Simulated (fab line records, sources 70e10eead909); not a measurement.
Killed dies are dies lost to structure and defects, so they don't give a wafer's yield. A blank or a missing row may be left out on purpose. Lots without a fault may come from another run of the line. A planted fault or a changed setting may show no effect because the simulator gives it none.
A struck lot beside a sound one | flow nand_harc | 15 steps out of a route of 1159
Sound: wafers L668.1, L668.3, L668.5. Struck: wafer L681.4. (L681.5 of the same lot was not struck and is left out.) The cause comes at the end.
At each step with rows: each side's tool, then ch and its chambers, then its first start. Under that, the readings that differ: sound wafers | struck wafers | difference of the means | sigmas: that difference in standard deviations of wafers without a fault.
alike: readings whose means differ by less than 2 such deviations, and words and numbers that are the same on both sides. not compared: withheld readings, readings that some wafer has no value for, bounds like >300 that may hide the same value, and numbers for which the record gives no deviation and whose values overlap.
The two part at a step that has a row with sigmas, a row that says differs or no value, or rows on one side only. Numbers that don't overlap but have no deviation are shown without sigmas and don't part them. A reading that every wafer of one side lacks parts them only if that side has two wafers or more.

NHARC_A_CONTACT_ETCH_137: etches the open film in C4F8/O2/Ar, time 132 s, target depth 1287 nm.
  sound on har_cap_etch-02 ch 1, day 17 18:11; struck on har_cap_etch-02 ch 1, day 21 02:10
  not compared: rf_hours_counter_h
NHARC_A_CONTACT_ETCH_138: etches the open film in C4F8/O2/Ar, time 132 s, target depth 1289 nm.
  sound on har_cap_etch-02 ch 1, day 17 18:20; struck on har_cap_etch-02 ch 1, day 21 02:19
  not compared: rf_hours_counter_h
then, 1 step without rows for these wafers: NHARC_A_CONTACT_ETCH_139 (etches the open film in C4F8/O2/Ar, time 137 s, target depth 590 nm).
NHARC_A_CONTACT_ETCH_92: etches the open film in CH3F/O2, target depth 40 nm, time 85.7 s.
  sound on rie_diel-07 ch 1,2,3, day 17 19:00; struck on rie_diel-09 ch 2, day 21 02:53
  reading                         | sound          | struck | difference | sigmas
  showerhead_plenum_p_Torr (Torr) | 2.47 2.41 2.31 | 2.60   | +0.20      | +2
  alike: drypump_motor_current_A, oes_product_au, rf_vpp_V, throttle_valve_pct
  not compared: rf_hours_counter_h
then, 1 step without rows for these wafers: NHARC_A_CONTACT_ETCH_98 (etches the open film in C4F6/O2, target depth 20 nm, time 10 s).
NHARC_A_CONTACT_CD_MEAS_15:
  sound on cd_sem-03, day 17 19:13; struck on cd_sem-03, day 21 03:07
  alike: cd_nm
then, 4 steps without rows for these wafers: NHARC_A_CONTACT_STRIP_107 (strips in N2/H2); NHARC_A_CONTACT_STRIP_108 (strips in CF4/CHF3); NHARC_A_CONTACT_STRIP_109 (strips in O2/COS); NHARC_A_CONTACT_ETCH_110 (etches the open film in CF4/O2, target depth 50 nm, overetch 5 nm, time 27.5 s).
NHARC_A_CONTACT_STRIP_26: strips in O2.
  sound on rie_diel-07 ch 1,2,3; struck on rie_diel-10 ch 2, day 21 03:44
  reading                         | sound          | struck | difference | sigmas
  showerhead_plenum_p_Torr (Torr) | 3.45 3.54 3.33 | 3.75   | +0.31      | +2
  alike: drypump_motor_current_A, oes_product_au, rf_vpp_V, throttle_valve_pct
  not compared: rf_hours_counter_h
then, 1 step without rows for these wafers: NHARC_A_CONTACT_STRIP_27 (strips in post etch residue remover, time 600 s).
NHARC_A_CONTACT_ALD_18: deposits TiN, target thk 3 nm, pulse time 1 s, ald cycles 150.
  sound on ald_metal-04 ch 0,1, day 17 20:10; struck on ald_metal-01 ch 2, day 21 04:23
  reading                    | sound             | struck | difference | sigmas
  ald_cycles                 | 150 150 150       | 69     | -81        |
  heater_power_w (W)         | 1068 1146 1108    | 1251   | +144       | +2
  precursor_pulse_height_rel | 1.036 0.984 1.001 | 0.964  | -0.043     | -2
NHARC_A_CONTACT_CVD_19: deposits W, target thk 300 nm, time 802 s.
  sound on cvd_w-02 ch 0,1; struck on cvd_w-01 ch 0
  alike: heater_power_w, throttle_valve_pct
-- the record jumps here: 3 days lie between the struck wafers' starts before and after (it left off in module A_CONTACT and takes up again in module END, whose first step shown is number 1159 of the route) --
NHARC_END_SORT_01:
  the record has rows for the struck wafers here (prober-02 ch 0, day 24 02:17) and none for the sound ones

WHERE THEY PART
First at NHARC_A_CONTACT_ETCH_92; last, within this record, at NHARC_END_SORT_01.

WHY: what the simulator had put in
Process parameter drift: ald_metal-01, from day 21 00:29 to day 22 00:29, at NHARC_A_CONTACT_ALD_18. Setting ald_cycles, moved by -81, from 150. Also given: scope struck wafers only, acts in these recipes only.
